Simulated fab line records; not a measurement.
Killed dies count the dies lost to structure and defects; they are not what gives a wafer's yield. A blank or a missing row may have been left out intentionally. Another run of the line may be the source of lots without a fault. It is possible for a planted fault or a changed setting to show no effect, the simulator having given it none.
fab line records	flow n5Finfet
[record] lots = 9	wafers = 27	lastDay = 17
route steps=1938 shown PMOS_HMC_CHANNEL_EPI@69 FIN_SAQP@94 FIN_CUT@165 PASSIVATION@1936
lots untouched by any fault: they come from a run of this same line in which no faults occurred
startH: hours from the record's opening day to when the first of the lot's shown wafers began	waitH: how many hours have passed since the lot's step before this one	" repeats the value in the row above	L1.1+2: a single row standing in for several wafers	- value missing, or start not given	* or withheld: withheld	< > ~ a bound
route shown NAME@n: a module of which the file shows steps, and the number in the route of the first	usual: mean/standard deviation taken from wafers without a fault	same: alike in all rows	chamber/n: place in a boat	sites: readings site by site	_std_site: standard deviation of those values	_edge_site: inner sites' mean taken away from outer sites' mean	radiusMm: for every site, how far away it sits from the centre of the wafer	mask NAME#n: copy n	behind: the last tool/chamber to shape the wafer	hold: reason for holding the lot/hours on hold/outcome of the hold	device: transistor that didn't switch, given as n, p or np	end of line: the same wafers' tests at the end of the route	a step with no rows: only its recipe	killed: dies that structure and defects cost at the first sort, which is not the same as the wafer's yield	map: a wafer's dies, marking killed ones x, the rest . and places with no die _
set.NAME: setting as actually run; set.NAME@STEP: the setting as run at that earlier step	model.NAME: the simulator's own value behind a step, which no gauge read
steps of the route over a sample of lots; a table a step, a row a wafer
services: when a tool's chamber went out of use (startH, in hours from the record's first day, below 0 if earlier), for how many hours, and the reason
[[steps]]
[step N5_PMOS_HMC_CHANNEL_EPI_ETCH_32]
[recipe] chemistry = N2/H2	target = BARC	stopOn = SiO2	targetDepthA = 858	overEtchFrac = 0.3	timeS = 50.3	ionEnergyEv = 200	maskMaterial = CAR-ArF-block	pressureMtorr = 30	sourceW = 840	biasW = 150	n2FlowSccm = 200	h2FlowSccm = 200
[usual] drypumpMotorCurrentA = 5.53/0.26	oesProductAu = 0.68/0.068	rfVppV = 524.4/2.3	showerheadPlenumPTorr = 2.56/0.078	throttleValvePct = 17.80/0.26
[same] timeS = 50.3
lot.wafer	tool	chamber	startH	waitH	drypumpMotorCurrentA	oesProductAu	rfHoursCounterH	rfVppV	showerheadPlenumPTorr	throttleValvePct
L780.1	rieDiel-02	0	29.21	0.0	5.11	0.62	190	526.7	2.63	18.03
L780.2	"	2	"	"	5.85	0.78	31	525.0	2.60	17.26
L780.4	"	1	"	"	5.64	0.77	17	523.7	2.50	17.74
L782.2	rieDiel-02	1	41.25	0.0	5.65	0.77	21	521.3	2.49	17.74
L782.3	"	0	"	"	5.10	0.62	193	526.5	2.63	18.03
L782.6	"	2	"	"	5.82	0.77	-	525.8	2.60	17.27
L786.1	rieDiel-02	0	67.36	0.0	5.13	0.60	199	528.0	2.63	18.04
L786.2	"	1	"	"	5.68	0.75	28	522.1	2.49	17.76
L786.6	"	2	"	"	5.84	0.75	-	525.7	2.59	17.29
L789.1	rieDiel-06	3	84.66	0.0	5.90	0.76	37	528.5	2.69	17.35
L789.5	"	0	"	"	5.77	0.62	-	522.8	2.53	18.06
L789.6	"	3	"	"	5.91	0.77	-	527.7	2.69	17.34
L790.1	rieDiel-06	2	89.91	0.0	5.43	0.64	157	526.7	2.66	17.84
L790.2	"	0	"	"	5.80	0.62	197	523.7	2.53	18.06
L790.4	"	1	"	"	5.32	0.61	185	522.4	2.53	17.96
L792.1	rieDiel-06	3	102.83	0.0	5.92	0.76	43	527.3	2.69	17.35
L792.4	"	0	"	"	5.80	0.62	202	523.3	2.53	18.08
L792.5	"	1	"	"	5.31	0.61	-	524.1	2.52	17.97
L794.3	rieDiel-02	2	113.63	0.0	5.83	0.74	57	526.1	2.59	17.31
L794.5	"	2	"	"	5.84	0.73	-	524.3	2.59	17.32
L794.6	"	3	"	"	5.37	0.66	-	522.0	2.44	17.85
L797.1	rieDiel-06	3	131.46	0.0	5.91	0.75	52	527.1	2.69	17.36
L797.4	"	1	"	"	5.31	0.60	-	523.3	2.52	18.00
L797.6	"	0	"	"	5.80	0.62	-	521.9	2.53	18.10
L800.1	rieDiel-02	1	149.24	0.0	5.68	0.72	52	522.3	2.48	17.79
L800.4	"	3	"	"	5.33	0.66	145	520.4	2.44	17.87
L800.6	"	1	"	"	5.67	0.72	-	521.8	2.48	17.82
[step N5_FIN_SAQP_ALD_61]
[recipe] material = SiO2	targetThkA = 40	tempC = 300	aldPrecursorFamily = BDEAS	aldCoReactant = O2-plasma	pulseTimeS = 1	purgeTimeS = 2	coReactantPurgeTimeS = 2	aldCycles = 43	pressureTorr = 2
[usual] heaterPowerOuterW = 271/28	heaterPowerW = 472/39	precursorPulseHeightRel = 1.001/0.021
lot.wafer	tool	chamber	startH	waitH	heaterPowerOuterW	heaterPowerW	precursorPulseHeightRel
L780.1	aldSin-03	0	32.44	0.0	226	420	1.035
L780.2	"	3	"	"	304	511	0.981
L780.4	"	1	"	"	290	503	1.006
L782.2	aldSin-03	2	44.49	0.0	290	492	1.018
L782.3	"	1	"	"	291	501	1.022
L782.6	"	1	"	"	296	498	0.972
L786.1	aldSin-02	0	70.74	0.0	261	421	0.965
L786.2	"	1	"	"	310	523	0.999
L786.6	"	3	"	"	234	390	1.010
L789.1	aldSin-03	2	89.55	0.0	287	490	1.002
L789.5	"	0	"	"	230	426	0.968
L789.6	"	3	"	"	312	521	1.043
L790.1	aldSin-03	3	95.38	2.0	308	528	0.961
L790.2	"	2	"	"	294	495	1.000
L790.4	"	0	"	"	229	418	1.005
L792.1	aldSin-03	2	108.69	0.0	281	493	1.002
L792.4	"	0	"	"	231	424	0.991
L792.5	"	1	"	"	290	513	1.049
L794.3	aldSin-02	0	118.20	0.0	257	424	0.998
L794.5	"	2	"	"	292	490	0.992
L794.6	"	0	"	"	260	416	0.962
L797.1	aldSin-04	1	136.81	0.1	278	491	0.997
L797.4	"	2	"	"	261	466	0.996
L797.6	"	2	"	"	263	473	1.003
L800.1	aldSin-04	0	152.08	0.0	232	460	1.035
L800.4	"	2	"	"	259	464	0.980
L800.6	"	0	"	"	239	453	1.008
[step N5_FIN_SAQP_INSPECT_18]
[recipe] mode = adi	inspectInstrument = brightfield
[usual] rawDefectCount = 433/120
lot.wafer	tool	chamber	startH	waitH	rawDefectCount
L780.1	defectInspect-02	-	33.81	0.0	251
L780.2	"	-	"	"	327
L780.4	"	-	"	"	390
L782.2	defectInspect-02	-	45.77	0.0	505
L782.3	"	-	"	"	427
L782.6	"	-	"	"	499
L786.1	defectInspect-01	-	72.02	0.0	389
L786.2	"	-	"	"	360
L786.6	"	-	"	"	575
L789.1	defectInspect-01	-	90.84	0.0	498
L789.5	"	-	"	"	400
L789.6	"	-	"	"	422
L790.1	defectInspect-01	-	96.75	0.0	1580
L790.2	"	-	"	"	1605
L790.4	"	-	"	"	1389
L792.1	defectInspect-01	-	110.14	0.0	1273
L792.4	"	-	"	"	1186
L792.5	"	-	"	"	1276
L794.3	defectInspect-01	-	119.55	0.0	312
L794.5	"	-	"	"	452
L794.6	"	-	"	"	324
L797.1	defectInspect-02	-	138.07	0.0	340
L797.4	"	-	"	"	527
L797.6	"	-	"	"	461
L800.1	defectInspect-01	-	153.34	0.0	431
L800.4	"	-	"	"	396
L800.6	"	-	"	"	354
[step N5_FIN_SAQP_SPACER1_ALD_24]
[recipe] material = SiO2	targetThkA = 203	tempC = 300	aldPrecursorFamily = BDEAS	aldCoReactant = O2-plasma	pulseTimeS = 1	purgeTimeS = 2	coReactantPurgeTimeS = 2	aldCycles = 218	pressureTorr = 2
[usual] heaterPowerOuterW = 271/27	heaterPowerW = 469/41	precursorPulseHeightRel = 1.002/0.018
lot.wafer	tool	chamber	startH	waitH	heaterPowerOuterW	heaterPowerW	precursorPulseHeightRel
L780.1	aldSin-04	3	34.99	0.3	249	445	0.992
L780.2	"	0	"	"	238	468	0.980
L780.4	"	1	"	"	282	476	0.984
L782.2	aldSin-02	1	46.95	0.3	312	518	1.014
L782.3	"	0	"	"	256	407	0.999
L782.6	"	1	"	"	309	534	0.985
L786.1	aldSin-04	3	73.33	0.4	254	452	0.993
L786.2	"	0	"	"	238	451	1.012
L786.6	"	0	"	"	230	475	0.963
L789.1	aldSin-03	3	92.00	0.3	308	520	0.982
L789.5	"	0	"	"	225	423	1.005
L789.6	"	1	"	"	291	500	1.013
L790.1	aldSin-03	1	97.87	0.3	283	500	0.970
L790.2	"	2	"	"	292	488	1.014
L790.4	"	0	"	"	229	417	1.010
L792.1	aldSin-03	3	111.36	0.3	306	525	0.992
L792.4	"	2	"	"	293	492	0.988
L792.5	"	2	"	"	280	498	0.995
L794.3	aldSin-02	2	120.67	0.1	285	486	1.002
L794.5	"	0	"	"	257	419	1.059
L794.6	"	2	"	"	291	477	1.000
L797.1	aldSin-04	2	139.35	0.4	263	463	1.025
L797.4	"	3	"	"	251	458	0.989
L797.6	"	0	"	"	236	478	1.022
L800.1	aldSin-03	1	154.46	0.3	291	514	1.003
L800.4	"	3	"	"	304	526	1.005
L800.6	"	0	"	"	229	412	0.972
[step N5_FIN_SAQP_SPACER2_ETCHBACK_29]
[recipe] chemistry = CHF3/O2	mode = anisotropicEtchback	target = SiO2	targetDepthA = 122	timeS = 6.1	pressureMtorr = 30	sourceW = 650	biasW = 170	Ar_flow_sccm = 200	CHF3_flow_sccm = 50	O2_flow_sccm = 5	ionEnergyEv = 200
[usual] drypumpMotorCurrentA = 6.0/0.44	oesProductAu = 0.76/0.077	rfVppV = 522/9.5	showerheadPlenumPTorr = 2.41/0.071	throttleValvePct = 18.82/0.25
[same] timeS = 6.1
lot.wafer	tool	chamber	startH	waitH	drypumpMotorCurrentA	oesProductAu	rfHoursCounterH	rfVppV	showerheadPlenumPTorr	throttleValvePct
L780.1	rieDiel-04	0	37.87	0.2	6.6	0.72	167	533	2.50	18.65
L780.2	"	1	"	"	6.1	0.74	175	521	2.49	18.62
L780.4	"	3	"	"	6.1	0.86	65	539	2.36	18.63
L782.2	rieDiel-03	1	50.35	0.4	6.6	0.94	13	520	2.37	18.53
L782.3	"	0	"	"	5.3	0.75	143	519	2.42	18.89
L782.6	"	2	"	"	5.9	0.74	-	526	2.50	19.37
L786.1	rieDiel-03	0	75.61	0.2	5.4	0.75	153	521	2.41	18.89
L786.2	"	2	"	"	6.0	0.73	190	527	2.50	19.41
L786.6	"	1	"	"	6.6	0.92	-	519	2.37	18.54
L789.1	rieDiel-05	1	95.94	0.2	5.0	0.73	166	509	2.40	18.68
L789.5	"	0	"	"	5.9	0.69	-	507	2.28	18.69
L789.6	"	1	"	"	5.0	0.73	-	509	2.40	18.66
L790.1	rieDiel-03	0	102.47	0.3	5.3	0.74	160	519	2.41	18.91
L790.2	"	3	"	"	5.5	0.96	11	529	2.39	18.89
L790.4	"	2	"	"	5.9	0.73	197	526	2.50	19.40
L792.1	rieDiel-04	0	113.83	0.2	6.6	0.70	195	532	2.49	18.69
L792.4	"	3	"	"	6.1	0.82	-	537	2.35	18.66
L792.5	"	0	"	"	6.6	0.70	-	531	2.49	18.68
L794.3	rieDiel-03	0	123.32	0.2	5.4	0.74	169	520	2.41	18.91
L794.5	"	2	"	"	6.0	0.72	-	526	2.50	19.43
L794.6	"	1	"	"	6.6	0.89	-	518	2.36	18.57
L797.1	rieDiel-05	2	141.62	0.2	6.0	0.70	230	517	2.28	19.01
L797.4	"	0	"	"	5.9	0.69	226	507	2.27	18.72
L797.6	"	0	"	"	5.8	0.69	-	507	2.27	18.72
L800.1	rieDiel-03	1	156.72	0.2	6.5	0.88	50	518	2.36	18.59
L800.4	"	2	"	"	6.0	0.71	213	526	2.49	19.46
L800.6	"	0	"	"	5.4	0.73	-	520	2.40	18.94
[step N5_FIN_SAQP_INSPECT_40]
[recipe] inspectInstrument = brightfield	mode = aei
[usual] rawDefectCount = 229/64
lot.wafer	tool	chamber	startH	waitH	rawDefectCount
L780.1	defectInspect-02	-	38.67	0.0	197
L780.2	"	-	"	"	255
L780.4	"	-	"	"	228
L782.2	defectInspect-01	-	51.20	0.0	311
L782.3	"	-	"	"	333
L782.6	"	-	"	"	410
L786.1	defectInspect-02	-	76.45	0.0	277
L786.2	"	-	"	"	280
L786.6	"	-	"	"	213
L789.1	defectInspect-02	-	96.73	0.0	159
L789.5	"	-	"	"	212
L789.6	"	-	"	"	252
L790.1	defectInspect-01	-	103.36	0.0	1347
L790.2	"	-	"	"	1210
L790.4	"	-	"	"	1296
L792.1	defectInspect-02	-	114.61	0.0	1071
L792.4	"	-	"	"	1059
L792.5	"	-	"	"	1150
L794.3	defectInspect-02	-	124.13	0.0	205
L794.5	"	-	"	"	182
L794.6	"	-	"	"	202
L797.1	defectInspect-02	-	142.40	0.0	234
L797.4	"	-	"	"	321
L797.6	"	-	"	"	256
L800.1	defectInspect-02	-	157.51	0.0	255
L800.4	"	-	"	"	252
L800.6	"	-	"	"	204
[step N5_FIN_CUT_INSPECT_10]
[recipe] mode = adi	inspectInstrument = brightfield
[usual] rawDefectCount = 42/11
lot.wafer	tool	chamber	startH	waitH	rawDefectCount
L780.1	defectInspect-01	-	39.18	0.1	41
L780.2	"	-	"	"	71
L780.4	"	-	"	"	67
L782.2	defectInspect-02	-	51.72	0.0	49
L782.3	"	-	"	"	45
L782.6	"	-	"	"	71
L786.1	defectInspect-02	-	76.97	0.1	55
L786.2	"	-	"	"	46
L786.6	"	-	"	"	38
L789.1	defectInspect-01	-	97.12	0.1	27
L789.5	"	-	"	"	44
L789.6	"	-	"	"	35
L790.1	defectInspect-02	-	103.87	0.1	1086
L790.2	"	-	"	"	1014
L790.4	"	-	"	"	977
L792.1	defectInspect-01	-	115.00	0.1	949
L792.4	"	-	"	"	900
L792.5	"	-	"	"	1017
L794.3	defectInspect-02	-	124.52	0.0	43
L794.5	"	-	"	"	27
L794.6	"	-	"	"	36
L797.1	defectInspect-02	-	142.79	0.1	33
L797.4	"	-	"	"	38
L797.6	"	-	"	"	41
L800.1	defectInspect-01	-	157.90	0.1	41
L800.4	"	-	"	"	48
L800.6	"	-	"	"	44
[step N5_PASSIVATION_PROBE_49]
[usual] killed_at_M0_to_M3 = 34/11	killed_at_M4_up = 14/5.7	killedAtContacts = 14/6.9	killedAtFrontEnd = 40/11	killedAtOther = 4/3.1	killedDies = 105/17	killedOnRim = 14/4.1	killedOpen = 70/13	killedShort = 34/7.6
[same] grossDies = 1180	killedAtBackSide = 0
lot.wafer	tool	chamber	startH	waitH	killed_at_M0_to_M3	killed_at_M4_up	killedAtContacts	killedAtFrontEnd	killedAtOther	killedDies	killedOnRim	killedOpen	killedShort
L790.1	prober-01	-	362.11	0.0	35	10	7	176	5	233	10	58	22
L790.2	prober-01	-	362.16	0.1	31	9	12	129	0	181	26	58	21
L790.4	prober-01	-	362.26	0.2	43	12	8	143	2	208	29	65	29
L792.1	prober-01	-	369.38	0.0	28	11	28	143	8	218	34	75	41
L792.4	prober-01	-	369.53	0.2	45	11	11	159	10	236	31	78	47
L792.5	prober-01	-	369.58	0.2	32	12	6	196	4	250	16	62	38
L794.3	prober-01	-	374.86	0.1	64	17	14	28	0	123	21	86	36
L794.5	prober-01	-	374.96	0.2	26	25	10	19	1	81	14	59	20
L794.6	prober-01	-	375.01	0.3	54	16	13	56	3	142	19	102	39
// killed by level:class
L790.1 FIN_SAQP:unspecified=151 BEOL_M2:geometricParticle:open=11 BEOL_M3:geometricParticle:open=9 MOL_CONTACT_COAG:geometricParticle:open=6 BEOL_M4:geometricParticle:open=6 FIN_SAQP:geometricParticle:open=5 FIN_SAQP:geometricParticle:short=4 BEOL_M1:geometricParticle:open=4
L790.2 FIN_SAQP:unspecified=100 STI_FIN_REVEAL:geometricParticle:open=10 MOL_CONTACT_COAG:geometricParticle:open=8 BEOL_M3:geometricParticle:open=8 BEOL_M0_SAQP:geometricParticle:open=6 BEOL_M1:geometricParticle:open=6 FIN_SAQP:geometricParticle:short=4 MOL_CONTACT_COAG:geometricParticle:short=4
L790.4 FIN_SAQP:unspecified=114 BEOL_M2:geometricParticle:open=23 BEOL_M4:geometricParticle:open=9 FIN_SAQP:geometricParticle:short=8 MOL_CONTACT_COAG:geometricParticle:open=7 BEOL_M0_SAQP:geometricParticle:open=6 DUMMY_GATE:geometricParticle:open=4 GATE_CUT:geometricParticle:short=4
L792.1 FIN_SAQP:unspecified=102 MOL_CONTACT_COAG:geometricParticle:short=15 FIN_SAQP:geometricParticle:open=13 MOL_CONTACT_COAG:geometricParticle:open=13 STI_FIN_REVEAL:geometricParticle:open=12 BEOL_M0_SAQP:geometricParticle:short=7 BEOL_M0_SAQP:geometricParticle:open=7 BEOL_M4:geometricParticle:open=7
L792.4 FIN_SAQP:unspecified=111 FIN_SAQP:geometricParticle:open=16 BEOL_M0_SAQP:geometricParticle:short=12 BEOL_M0_SAQP:geometricParticle:open=11 FIN_SAQP:geometricParticle:short=9 MOL_CONTACT_COAG:geometricParticle:open=8 STI_FIN_REVEAL:geometricParticle:open=6 BEOL_M3:geometricParticle:open=6
L792.5 FIN_SAQP:unspecified=150 FIN_SAQP:geometricParticle:short=12 DUMMY_GATE:geometricParticle:open=9 FIN_SAQP:geometricParticle:open=7 STI_FIN_REVEAL:geometricParticle:open=7 BEOL_M0_SAQP:geometricParticle:short=6 MOL_CONTACT_COAG:geometricParticle:open=6 BEOL_M2:geometricParticle:open=5
L794.3 BEOL_M3:geometricParticle:open=19 BEOL_M1:geometricParticle:open=12 MOL_CONTACT_COAG:geometricParticle:open=11 BEOL_M0_SAQP:geometricParticle:open=8 BEOL_M2:geometricParticle:open=8 BEOL_M4:geometricParticle:open=8 BEOL_M0_SAQP:geometricParticle:short=6 FIN_SAQP:geometricParticle:open=4
L794.5 BEOL_M4:geometricParticle:open=18 MOL_CONTACT_COAG:geometricParticle:open=10 BEOL_M0_SAQP:geometricParticle:short=6 BEOL_M3:geometricParticle:open=6 BEOL_M1:geometricParticle:open=5 FIN_SAQP:geometricParticle:open=4 ILD0:geometricParticle:short=4 GATE_CUT:geometricParticle:open=4
L794.6 BEOL_M0_SAQP:geometricParticle:open=17 STI_FIN_REVEAL:geometricParticle:open=16 FIN_SAQP:geometricParticle:open=15 BEOL_M0_SAQP:geometricParticle:short=12 MOL_CONTACT_COAG:geometricParticle:open=11 BEOL_M3:geometricParticle:open=8 BEOL_M1:geometricParticle:open=8 BEOL_M4:geometricParticle:open=6
[[services]]
tool	chamber	startH	hours	kind
rieDiel-03	0	5.82	4.5	repair
aldSin-03	0	8.65	-	clean
aldSin-03	1	8.65	-	clean
aldSin-03	2	8.65	-	clean
aldSin-03	3	8.65	-	clean
rieDiel-03	1	11.62	21.1	repair
aldSin-03	-	15.42	1.7	repair
aldSin-04	2	15.67	2.9	repair
rieDiel-05	0	37.87	5.3	repair
aldSin-03	3	41.01	7.4	repair
rieDiel-03	3	42.17	-	clean
rieDiel-03	3	42.17	-	consumableReplace:focusRing
rieDiel-03	3	42.17	19.3	scheduledDown
rieDiel-03	3	42.17	19.3	ventCycle
aldSin-04	1	44.29	13.1	repair
aldSin-02	0	52.12	9.3	repair
aldSin-04	-	80.53	2.8	pm
rieDiel-03	-	95.44	6.3	repair
rieDiel-04	1	111.29	4.4	repair
rieDiel-06	2	125.43	12.1	repair
aldSin-03	2	129.97	7.7	repair
rieDiel-04	0	137.60	42.6	repair
rieDiel-02	3	142.67	1.8	repair
aldSin-04	-	147.83	1.5	repair
[[key]]
[firstSign] step = N5_FIN_SAQP_INSPECT_18	reading = rawDefectCount	direction = up	sigmas = 8.1	usual = 433	struck = 1385
[effect] step = N5_FIN_SAQP_INSPECT_40	reading = rawDefectCount	direction = up	sigmas = 15	usual = 229	struck = 1189
[effect] step = N5_FIN_CUT_INSPECT_10	reading = rawDefectCount	direction = up	sigmas = 84	usual = 42	struck = 990
[effect] step = N5_PASSIVATION_PROBE_49	reading = killedAtFrontEnd	direction = up	sigmas = 10	usual = 40	struck = 158
[moreKillsBornAt] N5_FIN_SAQP_ALD_61@aldSin-03 = 728
metAt N5_FIN_SAQP_ALD_61
struckLots L790,L792
testerLeftOut L790,L792
notActingAt N5_PMOS_HMC_CHANNEL_EPI_ETCH_32,N5_FIN_SAQP_SPACER1_ALD_24,N5_FIN_SAQP_SPACER2_ETCHBACK_29
onsetBetween 89.55 95.38
[fault] kind = chamberParticleSource	tool = aldSin-03	chamber = -	onsetH = 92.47	steps = N5_FIN_SAQP_ALD_61	ratePerVisitCm2 = 1.4565	endH = 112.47
// testerLeftOut: of these lots the tester's yield and bins aren't shown, on N5 and GAA mostly nor the transistor test; their killed dies are dies lost to structure and defects alone, not to doping, threshold or leakage, so they don't give the yield
